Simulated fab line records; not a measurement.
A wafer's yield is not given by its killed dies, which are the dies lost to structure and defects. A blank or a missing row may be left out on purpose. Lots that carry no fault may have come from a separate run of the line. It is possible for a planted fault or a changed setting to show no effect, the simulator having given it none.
fab line records | flow n5Finfet | part 2 of 2: steps 5 to 6 of 6
record lots=21 | wafers=63 | lastDay=24
route steps=1938 shown MOL_CONTACT_COAG@529
lots untouched by any fault: they come from a run of this same line in which no faults occurred
startH: hours from the record's opening day to when the first of the lot's shown wafers began | waitH: how many hours have passed since the lot's step before this one | " repeats the value in the row above | L1.1+2: a single row standing in for several wafers | - either no value or no given start | * or withheld: withheld | < > ~ a bound
route shown NAME@n: names a module that has steps shown in the file, with the first one's number in the route | usual: mean and standard deviation over wafers with no fault | same: alike in all rows | chamber/n: place in a boat | sites: the reading at each site | _std_site: standard deviation across them | _edge_site: the outer-site mean with the inner-site mean subtracted | radiusMm: for every site, how far away it sits from the centre of the wafer | mask NAME#n: copy n | behind: the last tool/chamber to shape the wafer | hold: the reason the lot was held/the length of the hold in hours/how it ended | device: names the non-switching transistor (n, p or np) | end of line: the tests these same wafers got at the end of their route | a step without rows: its recipe alone | killed: dies that structure and defects cost at the first sort, which is not the same as the wafer's yield | map: per-die view of a wafer (x killed, . not killed, _ where there is no die)
set.NAME: setting as actually run; set.NAME@STEP: the setting as run at that earlier step | model.NAME: the simulator's own value behind a step, which no gauge read
a sample of lots followed through the steps of the route, with each step as a table and each wafer as a row
services: from which hour (startH, from the record's first day; less than 0 if before it) a tool's chamber was out of use, for how many hours, and why
## steps
# step N5_MOL_CONTACT_COAG_VIA_ETCH_46
# recipe chemistry=C4F6/O2 | targetDepthA=460 | overetchA=92 | maskMaterial=SOC | target=SiO2 | biasW=455 | pressureMtorr=10 | timeS=40 | sourceW=325 | Ar_flow_sccm=300 | C4F6_flow_sccm=10 | O2_flow_sccm=10 | ionEnergyEv=575.3 | ends=endPoint
# usual drypumpMotorCurrentA=5.8/0.4 | mfcArSccm=300.0/0.94 | oesProductAu=0.69/0.067 | rfVppV=1592/36 | showerheadPlenumPTorr=2.83/0.1 | throttleValvePct=41.0/0.36
lot.wafer | tool       | chamber | startH | waitH | drypumpMotorCurrentA | mfcArSccm | oesProductAu | rfHoursCounterH | rfVppV | showerheadPlenumPTorr | throttleValvePct
L074.2    | rieDiel-02 | 3       | 101.94 | 0.0   | 5.2                  | 299.6     | 0.63         | 247             | 1650   | 2.92                  | 41.4
L074.4    | "          | 2       | "      | "     | 5.7                  | 300.7     | 0.62         | -               | 1600   | 2.92                  | 41.3
L074.5    | "          | 3       | "      | "     | 5.2                  | 298.2     | 0.63         | -               | 1649   | 2.92                  | 41.4
L075.1    | rieDiel-06 | 2       | 106.60 | 0.0   | 5.1                  | 300.2     | 0.68         | 145             | 1613   | 2.83                  | 41.1
L075.4    | "          | 1       | "      | "     | 6.1                  | 299.9     | 0.62         | 228             | 1590   | 2.80                  | 41.0
L075.6    | "          | 0       | "      | "     | 5.0                  | 300.6     | 0.63         | -               | 1574   | 2.92                  | 41.3
L077.2    | rieDiel-03 | 1       | 118.64 | 0.0   | 5.5                  | 300.9     | 0.70         | 137             | 1589   | 2.95                  | 40.3
L077.3    | "          | 2       | "      | "     | 5.9                  | 299.2     | 0.68         | 164             | 1550   | 2.73                  | 40.9
L077.6    | "          | 2       | "      | "     | 5.9                  | 300.7     | 0.68         | -               | 1551   | 2.73                  | 40.9
L078.2    | rieDiel-02 | 3       | 124.40 | 0.0   | 5.2                  | 299.5     | 0.62         | 253             | 1648   | 2.92                  | 41.4
L078.4    | "          | 1       | "      | "     | 6.1                  | 299.7     | 0.80         | -               | 1625   | 3.00                  | 40.7
L078.6    | "          | 2       | "      | "     | 5.7                  | 300.0     | 0.60         | -               | 1603   | 2.92                  | 41.3
L079.1    | rieDiel-06 | 1       | 128.30 | 0.0   | 6.1                  | 300.4     | 0.62         | 236             | 1588   | 2.80                  | 40.9
L079.2    | "          | 0       | "      | "     | 5.0                  | 301.1     | 0.61         | 244             | 1574   | 2.92                  | 41.3
L079.3    | "          | 2       | "      | "     | 5.1                  | 298.7     | 0.67         | 153             | 1613   | 2.83                  | 41.1
L080.1    | rieDiel-03 | 0       | 136.36 | 0.0   | 6.1                  | 300.3     | 0.67         | 130             | 1637   | 2.83                  | 40.7
L080.5    | "          | 0       | "      | "     | 6.1                  | 298.9     | 0.69         | -               | 1638   | 2.83                  | 40.7
L080.6    | "          | 3       | "      | "     | 6.0                  | 299.6     | 0.64         | -               | 1547   | 2.71                  | 41.3
L081.2    | rieDiel-06 | 3       | 143.07 | 0.0   | 5.9                  | 300.5     | 0.70         | 117             | 1556   | 2.66                  | 41.5
L081.3    | "          | 0       | "      | "     | 5.0                  | 299.9     | 0.62         | 251             | 1575   | 2.92                  | 41.3
L081.5    | "          | 3       | "      | "     | 5.9                  | 301.2     | 0.70         | -               | 1555   | 2.66                  | 41.5
L082.1    | rieDiel-03 | 1       | 146.85 | 0.0   | 5.5                  | 300.5     | 0.68         | 145             | 1589   | 2.95                  | 40.3
L082.5    | "          | 3       | "      | "     | 6.0                  | 299.7     | 0.64         | -               | 1547   | 2.71                  | 41.3
L082.6    | "          | 2       | "      | "     | 5.9                  | 299.6     | 0.67         | -               | 1551   | 2.73                  | 40.9
L083.1    | rieDiel-06 | 2       | 150.93 | 0.0   | 5.1                  | 299.2     | 0.66         | 158             | 1611   | 2.83                  | 41.1
L083.3    | "          | 3       | "      | "     | 6.0                  | 299.3     | 0.71         | 122             | 1555   | 2.66                  | 41.6
L083.4    | "          | 1       | "      | "     | 6.1                  | 301.4     | 0.62         | -               | 1590   | 2.79                  | 41.0
L084.1    | rieDiel-03 | 2       | 160.14 | 0.0   | 5.9                  | 301.0     | 0.65         | 178             | 1550   | 2.72                  | 40.9
L084.2    | "          | 0       | "      | "     | 6.1                  | 299.0     | 0.67         | 138             | 1636   | 2.83                  | 40.7
L084.3    | "          | 1       | "      | "     | 5.5                  | 300.1     | 0.68         | 149             | 1590   | 2.95                  | 40.3
L087.2    | rieDiel-06 | 2       | 176.26 | 0.0   | 5.2                  | 300.5     | 0.66         | 171             | 1612   | 2.82                  | 41.1
L087.4    | "          | 0       | "      | "     | 5.1                  | 300.9     | 0.88         | 1               | 1574   | 2.91                  | 40.9
L087.6    | "          | 2       | "      | "     | 5.1                  | 300.4     | 0.67         | -               | 1613   | 2.82                  | 41.1
L088.3    | rieDiel-03 | 3       | 184.00 | 0.0   | 6.0                  | 299.6     | 0.63         | 220             | 1548   | 2.70                  | 41.4
L088.4    | "          | 2       | "      | "     | 5.9                  | 299.4     | 0.67         | 187             | 1550   | 2.72                  | 40.9
L088.5    | "          | 0       | "      | "     | 6.1                  | 299.3     | 0.68         | -               | 1637   | 2.82                  | 40.7
L086.2    | rieDiel-02 | 1       | 189.67 | 0.0   | 6.2                  | 300.9     | 0.75         | 56              | 1623   | 2.99                  | 40.7
L086.3    | "          | 2       | "      | "     | 5.7                  | 300.3     | 0.87         | 2               | 1600   | 2.91                  | 41.3
L086.4    | "          | 3       | "      | "     | 5.3                  | 301.0     | 0.84         | 13              | 1650   | 2.92                  | 41.1
L089.2    | rieDiel-03 | 0       | 194.38 | 0.0   | 6.1                  | 299.4     | 0.67         | 152             | 1637   | 2.82                  | 40.7
L089.4    | "          | 3       | "      | "     | 6.0                  | 301.9     | 0.63         | 224             | 1548   | 2.70                  | 41.4
L089.5    | "          | 0       | "      | "     | 6.1                  | 299.8     | 0.68         | -               | 1636   | 2.82                  | 40.7
L090.2    | rieDiel-03 | 1       | 196.34 | 0.0   | 5.4                  | 298.4     | 0.66         | 164             | 1587   | 2.94                  | 40.3
L090.5    | "          | 1       | "      | "     | 5.5                  | 299.5     | 0.68         | -               | 1588   | 2.94                  | 40.3
L090.6    | "          | 2       | "      | "     | 5.9                  | 299.5     | 0.66         | -               | 1550   | 2.72                  | 40.9
L091.2    | rieDiel-02 | 2       | 205.90 | 0.0   | 5.7                  | 302.6     | 0.84         | 10              | 1599   | 2.90                  | 41.3
L091.4    | "          | 3       | "      | "     | 5.2                  | 299.5     | 0.80         | 22              | 1649   | 2.91                  | 41.1
L091.5    | "          | 2       | "      | "     | 5.7                  | 302.6     | 0.85         | -               | 1599   | 2.90                  | 41.3
L093.2    | rieDiel-03 | 0       | 214.67 | 0.0   | 6.1                  | 299.4     | 0.65         | 160             | 1634   | 2.82                  | 40.7
L093.3    | "          | 3       | "      | "     | 6.0                  | 299.2     | 0.62         | 233             | 1547   | 2.70                  | 41.4
L093.4    | "          | 2       | "      | "     | 5.9                  | 299.7     | 0.65         | 203             | 1549   | 2.71                  | 41.0
L092.2    | rieDiel-03 | 0       | 215.55 | 0.0   | 6.1                  | 298.6     | 0.65         | 160             | 1633   | 2.82                  | 40.7
L092.3    | "          | 3       | "      | "     | 6.0                  | 300.0     | 0.61         | 233             | 1547   | 2.70                  | 41.3
L092.4    | "          | 1       | "      | "     | 5.4                  | 299.6     | 0.67         | 174             | 1588   | 2.94                  | 40.3
L094.3    | rieDiel-02 | 2       | 228.34 | 0.0   | 5.7                  | 297.6     | 0.80         | 20              | 1600   | 2.90                  | 41.3
L094.4    | "          | 1       | "      | "     | 6.2                  | 300.0     | 0.73         | 74              | 1622   | 2.98                  | 40.7
L094.6    | "          | 1       | "      | "     | 6.2                  | 300.1     | 0.74         | -               | 1622   | 2.98                  | 40.7
L095.4    | rieDiel-06 | 3       | 229.05 | 0.0   | 6.0                  | 300.7     | 0.69         | 161             | 1553   | 2.64                  | 41.6
L095.5    | "          | 0       | "      | "     | 5.0                  | 300.3     | 0.84         | -               | 1572   | 2.90                  | 41.0
L095.6    | "          | 3       | "      | "     | 6.0                  | 300.4     | 0.69         | -               | 1554   | 2.64                  | 41.6
L096.1    | rieDiel-03 | 2       | 235.66 | 0.0   | 5.9                  | 299.1     | 0.64         | 210             | 1550   | 2.71                  | 40.9
L096.2    | "          | 0       | "      | "     | 6.1                  | 301.1     | 0.66         | 168             | 1636   | 2.81                  | 40.7
L096.6    | "          | 3       | "      | "     | 6.0                  | 299.4     | 0.60         | -               | 1546   | 2.69                  | 41.3
# step N5_MOL_CONTACT_COAG_CD_MEAS_40
# recipe targetCdNm=25.1 | landingEnergyEv=500 | detector=seInlens | polarity=opening
# usual cdNm=25.07/0.25
lot.wafer | tool     | chamber | startH | waitH | cdNm
L074.2    | cdSem-01 | 0       | 102.72 | -     | 24.90
L074.4    | "        | 0       | "      | "     | 25.23
L074.5    | "        | 0       | "      | "     | 24.94
L075.1    | cdSem-01 | 0       | 107.25 | -     | 24.56
L075.4    | "        | 0       | "      | "     | 24.81
L075.6    | "        | 0       | "      | "     | 25.04
L077.2    | cdSem-02 | 0       | 119.42 | -     | 25.00
L077.3    | "        | 0       | "      | "     | 25.53
L077.6    | "        | 0       | "      | "     | 25.42
L078.2    | cdSem-02 | 0       | 125.06 | -     | 25.10
L078.4    | "        | 0       | "      | "     | 24.95
L078.6    | "        | 0       | "      | "     | 24.92
L079.1    | cdSem-01 | 0       | 129.07 | -     | 25.01
L079.2    | "        | 0       | "      | "     | 25.11
L079.3    | "        | 0       | "      | "     | 24.75
L080.1    | cdSem-02 | 0       | 137.14 | -     | 25.46
L080.5    | "        | 0       | "      | "     | 25.26
L080.6    | "        | 0       | "      | "     | 24.74
L081.2    | cdSem-02 | 0       | 143.73 | -     | 25.32
L081.3    | "        | 0       | "      | "     | 25.47
L081.5    | "        | 0       | "      | "     | 25.29
L082.1    | cdSem-01 | 0       | 147.54 | -     | 24.82
L082.5    | "        | 0       | "      | "     | 25.05
L082.6    | "        | 0       | "      | "     | 25.46
L083.1    | cdSem-02 | 0       | 151.86 | -     | 25.23
L083.3    | "        | 0       | "      | "     | 24.86
L083.4    | "        | 0       | "      | "     | 25.08
L084.1    | cdSem-02 | 0       | 160.93 | -     | 24.89
L084.2    | "        | 0       | "      | "     | 24.87
L084.3    | "        | 0       | "      | "     | 24.96
L087.2    | cdSem-02 | 0       | 177.04 | -     | 25.06
L087.4    | "        | 0       | "      | "     | 25.14
L087.6    | "        | 0       | "      | "     | 25.00
L088.3    | cdSem-03 | 0       | 184.66 | -     | 25.58
L088.4    | "        | 0       | "      | "     | 25.40
L088.5    | "        | 0       | "      | "     | 25.21
L086.2    | cdSem-02 | 0       | 190.33 | -     | 25.31
L086.3    | "        | 0       | "      | "     | 25.42
L086.4    | "        | 0       | "      | "     | 25.23
L089.2    | cdSem-03 | 0       | 195.16 | -     | 24.93
L089.4    | "        | 0       | "      | "     | 25.20
L089.5    | "        | 0       | "      | "     | 25.08
L090.2    | cdSem-02 | 0       | 197.24 | -     | 24.97
L090.5    | "        | 0       | "      | "     | 24.89
L090.6    | "        | 0       | "      | "     | 25.09
L091.2    | cdSem-03 | 0       | 206.68 | -     | 24.67
L091.4    | "        | 0       | "      | "     | 24.86
L091.5    | "        | 0       | "      | "     | 25.03
L093.2    | cdSem-03 | 0       | 215.32 | -     | 24.64
L093.3    | "        | 0       | "      | "     | 24.65
L093.4    | "        | 0       | "      | "     | 25.12
L092.2    | cdSem-03 | 0       | 216.25 | -     | 25.02
L092.3    | "        | 0       | "      | "     | 25.48
L092.4    | "        | 0       | "      | "     | 25.14
L094.3    | cdSem-02 | 0       | 229.12 | -     | 24.81
L094.4    | "        | 0       | "      | "     | 25.37
L094.6    | "        | 0       | "      | "     | 25.10
L095.4    | cdSem-01 | 0       | 229.71 | -     | 24.84
L095.5    | "        | 0       | "      | "     | 24.99
L095.6    | "        | 0       | "      | "     | 25.54
L096.1    | cdSem-01 | 0       | 236.35 | -     | 25.22
L096.2    | "        | 0       | "      | "     | 24.57
L096.6    | "        | 0       | "      | "     | 25.15
## services
tool       | chamber | startH | hours | kind
rieDiel-06 | 2       | 75.00  | 5.8   | repair
cmp-02     | -       | 76.10  | 0.6   | repair
rieDiel-02 | -       | 76.12  | 2.8   | pm
rieDiel-02 | 1       | 91.09  | 4.2   | repair
rieDiel-02 | 0       | 111.44 | -     | clean
rieDiel-02 | 0       | 111.44 | -     | consumableReplace:focusRing
rieDiel-02 | 0       | 111.44 | 20.4  | scheduledDown
rieDiel-02 | 0       | 111.44 | 20.4  | ventCycle
cmp-03     | -       | 123.31 | 2.1   | repair
cmp-03     | -       | 129.53 | 6.1   | pm
rieDiel-02 | 3       | 131.82 | -     | clean
rieDiel-02 | 3       | 131.82 | -     | consumableReplace:focusRing
rieDiel-02 | 3       | 131.82 | 32.8  | scheduledDown
rieDiel-02 | 3       | 131.82 | 32.8  | ventCycle
rieDiel-02 | 0       | 135.23 | 8.0   | repair
rieDiel-06 | 2       | 137.78 | 10.1  | repair
cmp-04     | -       | 155.94 | 0.8   | repair
cmp-04     | -       | 159.05 | 0.4   | repair
cmp-02     | -       | 162.89 | 5.1   | repair
cmp-04     | -       | 168.52 | 4.0   | pm
rieDiel-06 | 1       | 178.68 | 8.3   | repair
rieDiel-06 | 0       | 190.59 | 13.1  | repair
cmp-04     | -       | 194.74 | 0.5   | repair
cmp-04     | -       | 218.02 | 7.4   | pm
